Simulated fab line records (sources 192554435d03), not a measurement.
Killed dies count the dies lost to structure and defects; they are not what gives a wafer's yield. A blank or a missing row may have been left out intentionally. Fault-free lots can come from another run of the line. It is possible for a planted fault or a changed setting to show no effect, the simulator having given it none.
Struck lot and sound lot, side by side    flow n5 finfet    15 steps out of a route of 1938
Sound: these wafers, L973.2, L973.3, L973.5. Struck: wafers L983.1, L983.2, L983.3. The cause comes at the end.
Each step with rows lists, per side, the tool, then ch with its chambers, then its first start. Under that, the readings that differ: sound wafers    struck wafers    difference of the means    sigmas: that difference in standard deviations of wafers without a fault.
alike: a reading whose means differ by less than 2 such deviations, as well as words and numbers matching on both sides. not compared: withheld readings; readings where some wafer has no value; bounds like >300 that might hide an equal value; numbers whose values overlap and for which the record gives no deviation.
A row with sigmas, a row that says differs or no value, or rows on one side alone: a step with any of these is where the two part. Non-overlapping numbers with no deviation appear without sigmas and do not part them. Lack of a reading on every wafer of one side parts them only where that side has two or more wafers.

N5_SDB_THK_MEAS_31:
  sound on film metro-02, day 6 13:40; struck on film metro-01, day 8 17:25
  alike: SDB_THK
N5_SDB_INSPECT_36: inspects for defects (darkfield).
  sound on defect inspect-01, day 6 13:41; struck on defect inspect-02, day 8 17:26
  alike: raw defect count
N5_DUMMY_REMOVAL_HM_STRIP_01: strips SiNx in CH3F/O2, stops on poly-Si, target depth 4 nm, time 6.8 s.
  sound on rie diel-01 ch 0,1,3, day 6 13:44; struck on rie diel-06 ch 0,1,2, day 8 17:28
  alike: O2_flow_sccm, drypump motor current A, oes product au, rf vpp V, showerhead plenum p Torr, throttle valve pct
  not compared: rf hours counter h
N5_DUMMY_REMOVAL_STRIP_10: strips in N2/H2, time 40 s.
  sound on rie diel-01 ch 0,1,3, day 6 13:46; struck on rie diel-06 ch 0,1,2, day 8 17:30
  alike: drypump motor current A, oes product au, rf vpp V, showerhead plenum p Torr, throttle valve pct
  not compared: rf hours counter h
then, 2 steps without rows for these wafers: N5_DUMMY_REMOVAL_PRECLEAN_07 (cleans in dHF, time 30 s); N5_DUMMY_REMOVAL_DUMMY_REMOVE_02 (chemistry TMAH, target poly-Si, stops on SiO2, target depth 142 nm, time 57 s, rinse time 30 s).
N5_DUMMY_REMOVAL_INSPECT_06: inspects for defects (brightfield).
  sound on defect inspect-02, day 6 13:55; struck on defect inspect-02, day 8 17:40
  alike: raw defect count
then, 4 steps without rows for these wafers: N5_DUMMY_REMOVAL_PRECLEAN_08 (cleans in NF3:NH3, afs cycles 2, time 20 s, sublimation time 60 s); N5_DUMMY_REMOVAL_PRECLEAN_04 (cleans in DHF, time 37 s); N5_DUMMY_REMOVAL_SRD_05 (time 30 s); N5_HKMG_FIN_IL_REGROW_00 (material SiO2, chemistry O3, target thk 0.75 nm, time 30 s).
N5_HKMG_FIN_HK_ALD_01: deposits HfO2, target thk 1.6 nm, pulse time 3 s, purge time 3 s.
  sound on ald hk-01 ch 0,1, day 6 14:17; struck on ald hk-02 ch 0,1,2, day 8 18:02
  alike: precursor pulse height rel
N5_HKMG_FIN_HK_ANNEAL_02: time 30 s.
  sound on rtp anneal-01 ch 0, day 6 14:30; struck on rtp anneal-01 ch 0, day 8 18:13
reading              sound              struck             difference  sigmas
lamp power pct (%)   8.76 8.79 8.77     8.14 8.15 8.18     -0.62       -11
lamp_zone_1_pct (%)  8.786 8.798 8.810  8.151 8.140 8.141  -0.654      -59
lamp_zone_2_pct (%)  8.771 8.794 8.796  8.161 8.162 8.163  -0.625      -62
lamp_zone_3_pct (%)  8.781 8.813 8.797  8.171 8.145 8.168  -0.636      -53
lamp_zone_4_pct (%)  8.797 8.825 8.778  8.138 8.122 8.122  -0.673      -56
lamp_zone_5_pct (%)  8.818 8.795 8.799  8.143 8.156 8.149  -0.655      -65
lamp_zone_6_pct (%)  8.726 8.722 8.726  8.085 8.071 8.093  -0.642      -58
lamp_zone_7_pct (%)  9.198 9.195 9.190  8.524 8.534 8.502  -0.674      -56
  alike: wafer_temp_C_max
N5_HKMG_FIN_ALD_74: deposits La2O3, target thk 0.5 nm, pulse time 6 s, co reactant pulse time 1 s.
  sound on ald hk-02 ch 0,1,2, day 6 14:41; struck on ald hk-01 ch 0,1,3, day 8 18:26
  alike: heater power w, precursor pulse height rel, susceptor temp C
-- the record jumps here: 4 days lie between the struck wafers' starts before and after (it left off in module HKMG_FIN and takes up again in module BEOL_M4, whose first step shown is number 1111 of the route) --
N5_BEOL_M4_RC_MEAS_101:
  sound on prober-02 ch 0, day 10 15:18; struck on prober-01 ch 0, day 13 01:43
  alike: DIBL_N, DIBL_P, IOFF_N, IOFF_P, ION_N, ION_P, SS_N, SS_P, VT_N, VT_P

WHERE THEY PART
Within this record, at N5_HKMG_FIN_HK_ANNEAL_02 only. Later steps at which nothing parts them and some readings are alike: N5_HKMG_FIN_ALD_74, N5_BEOL_M4_RC_MEAS_101.

WHY: what the simulator had put in
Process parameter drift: rtp anneal-01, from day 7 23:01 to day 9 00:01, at N5_HKMG_FIN_HK_ANNEAL_02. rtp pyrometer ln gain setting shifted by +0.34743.
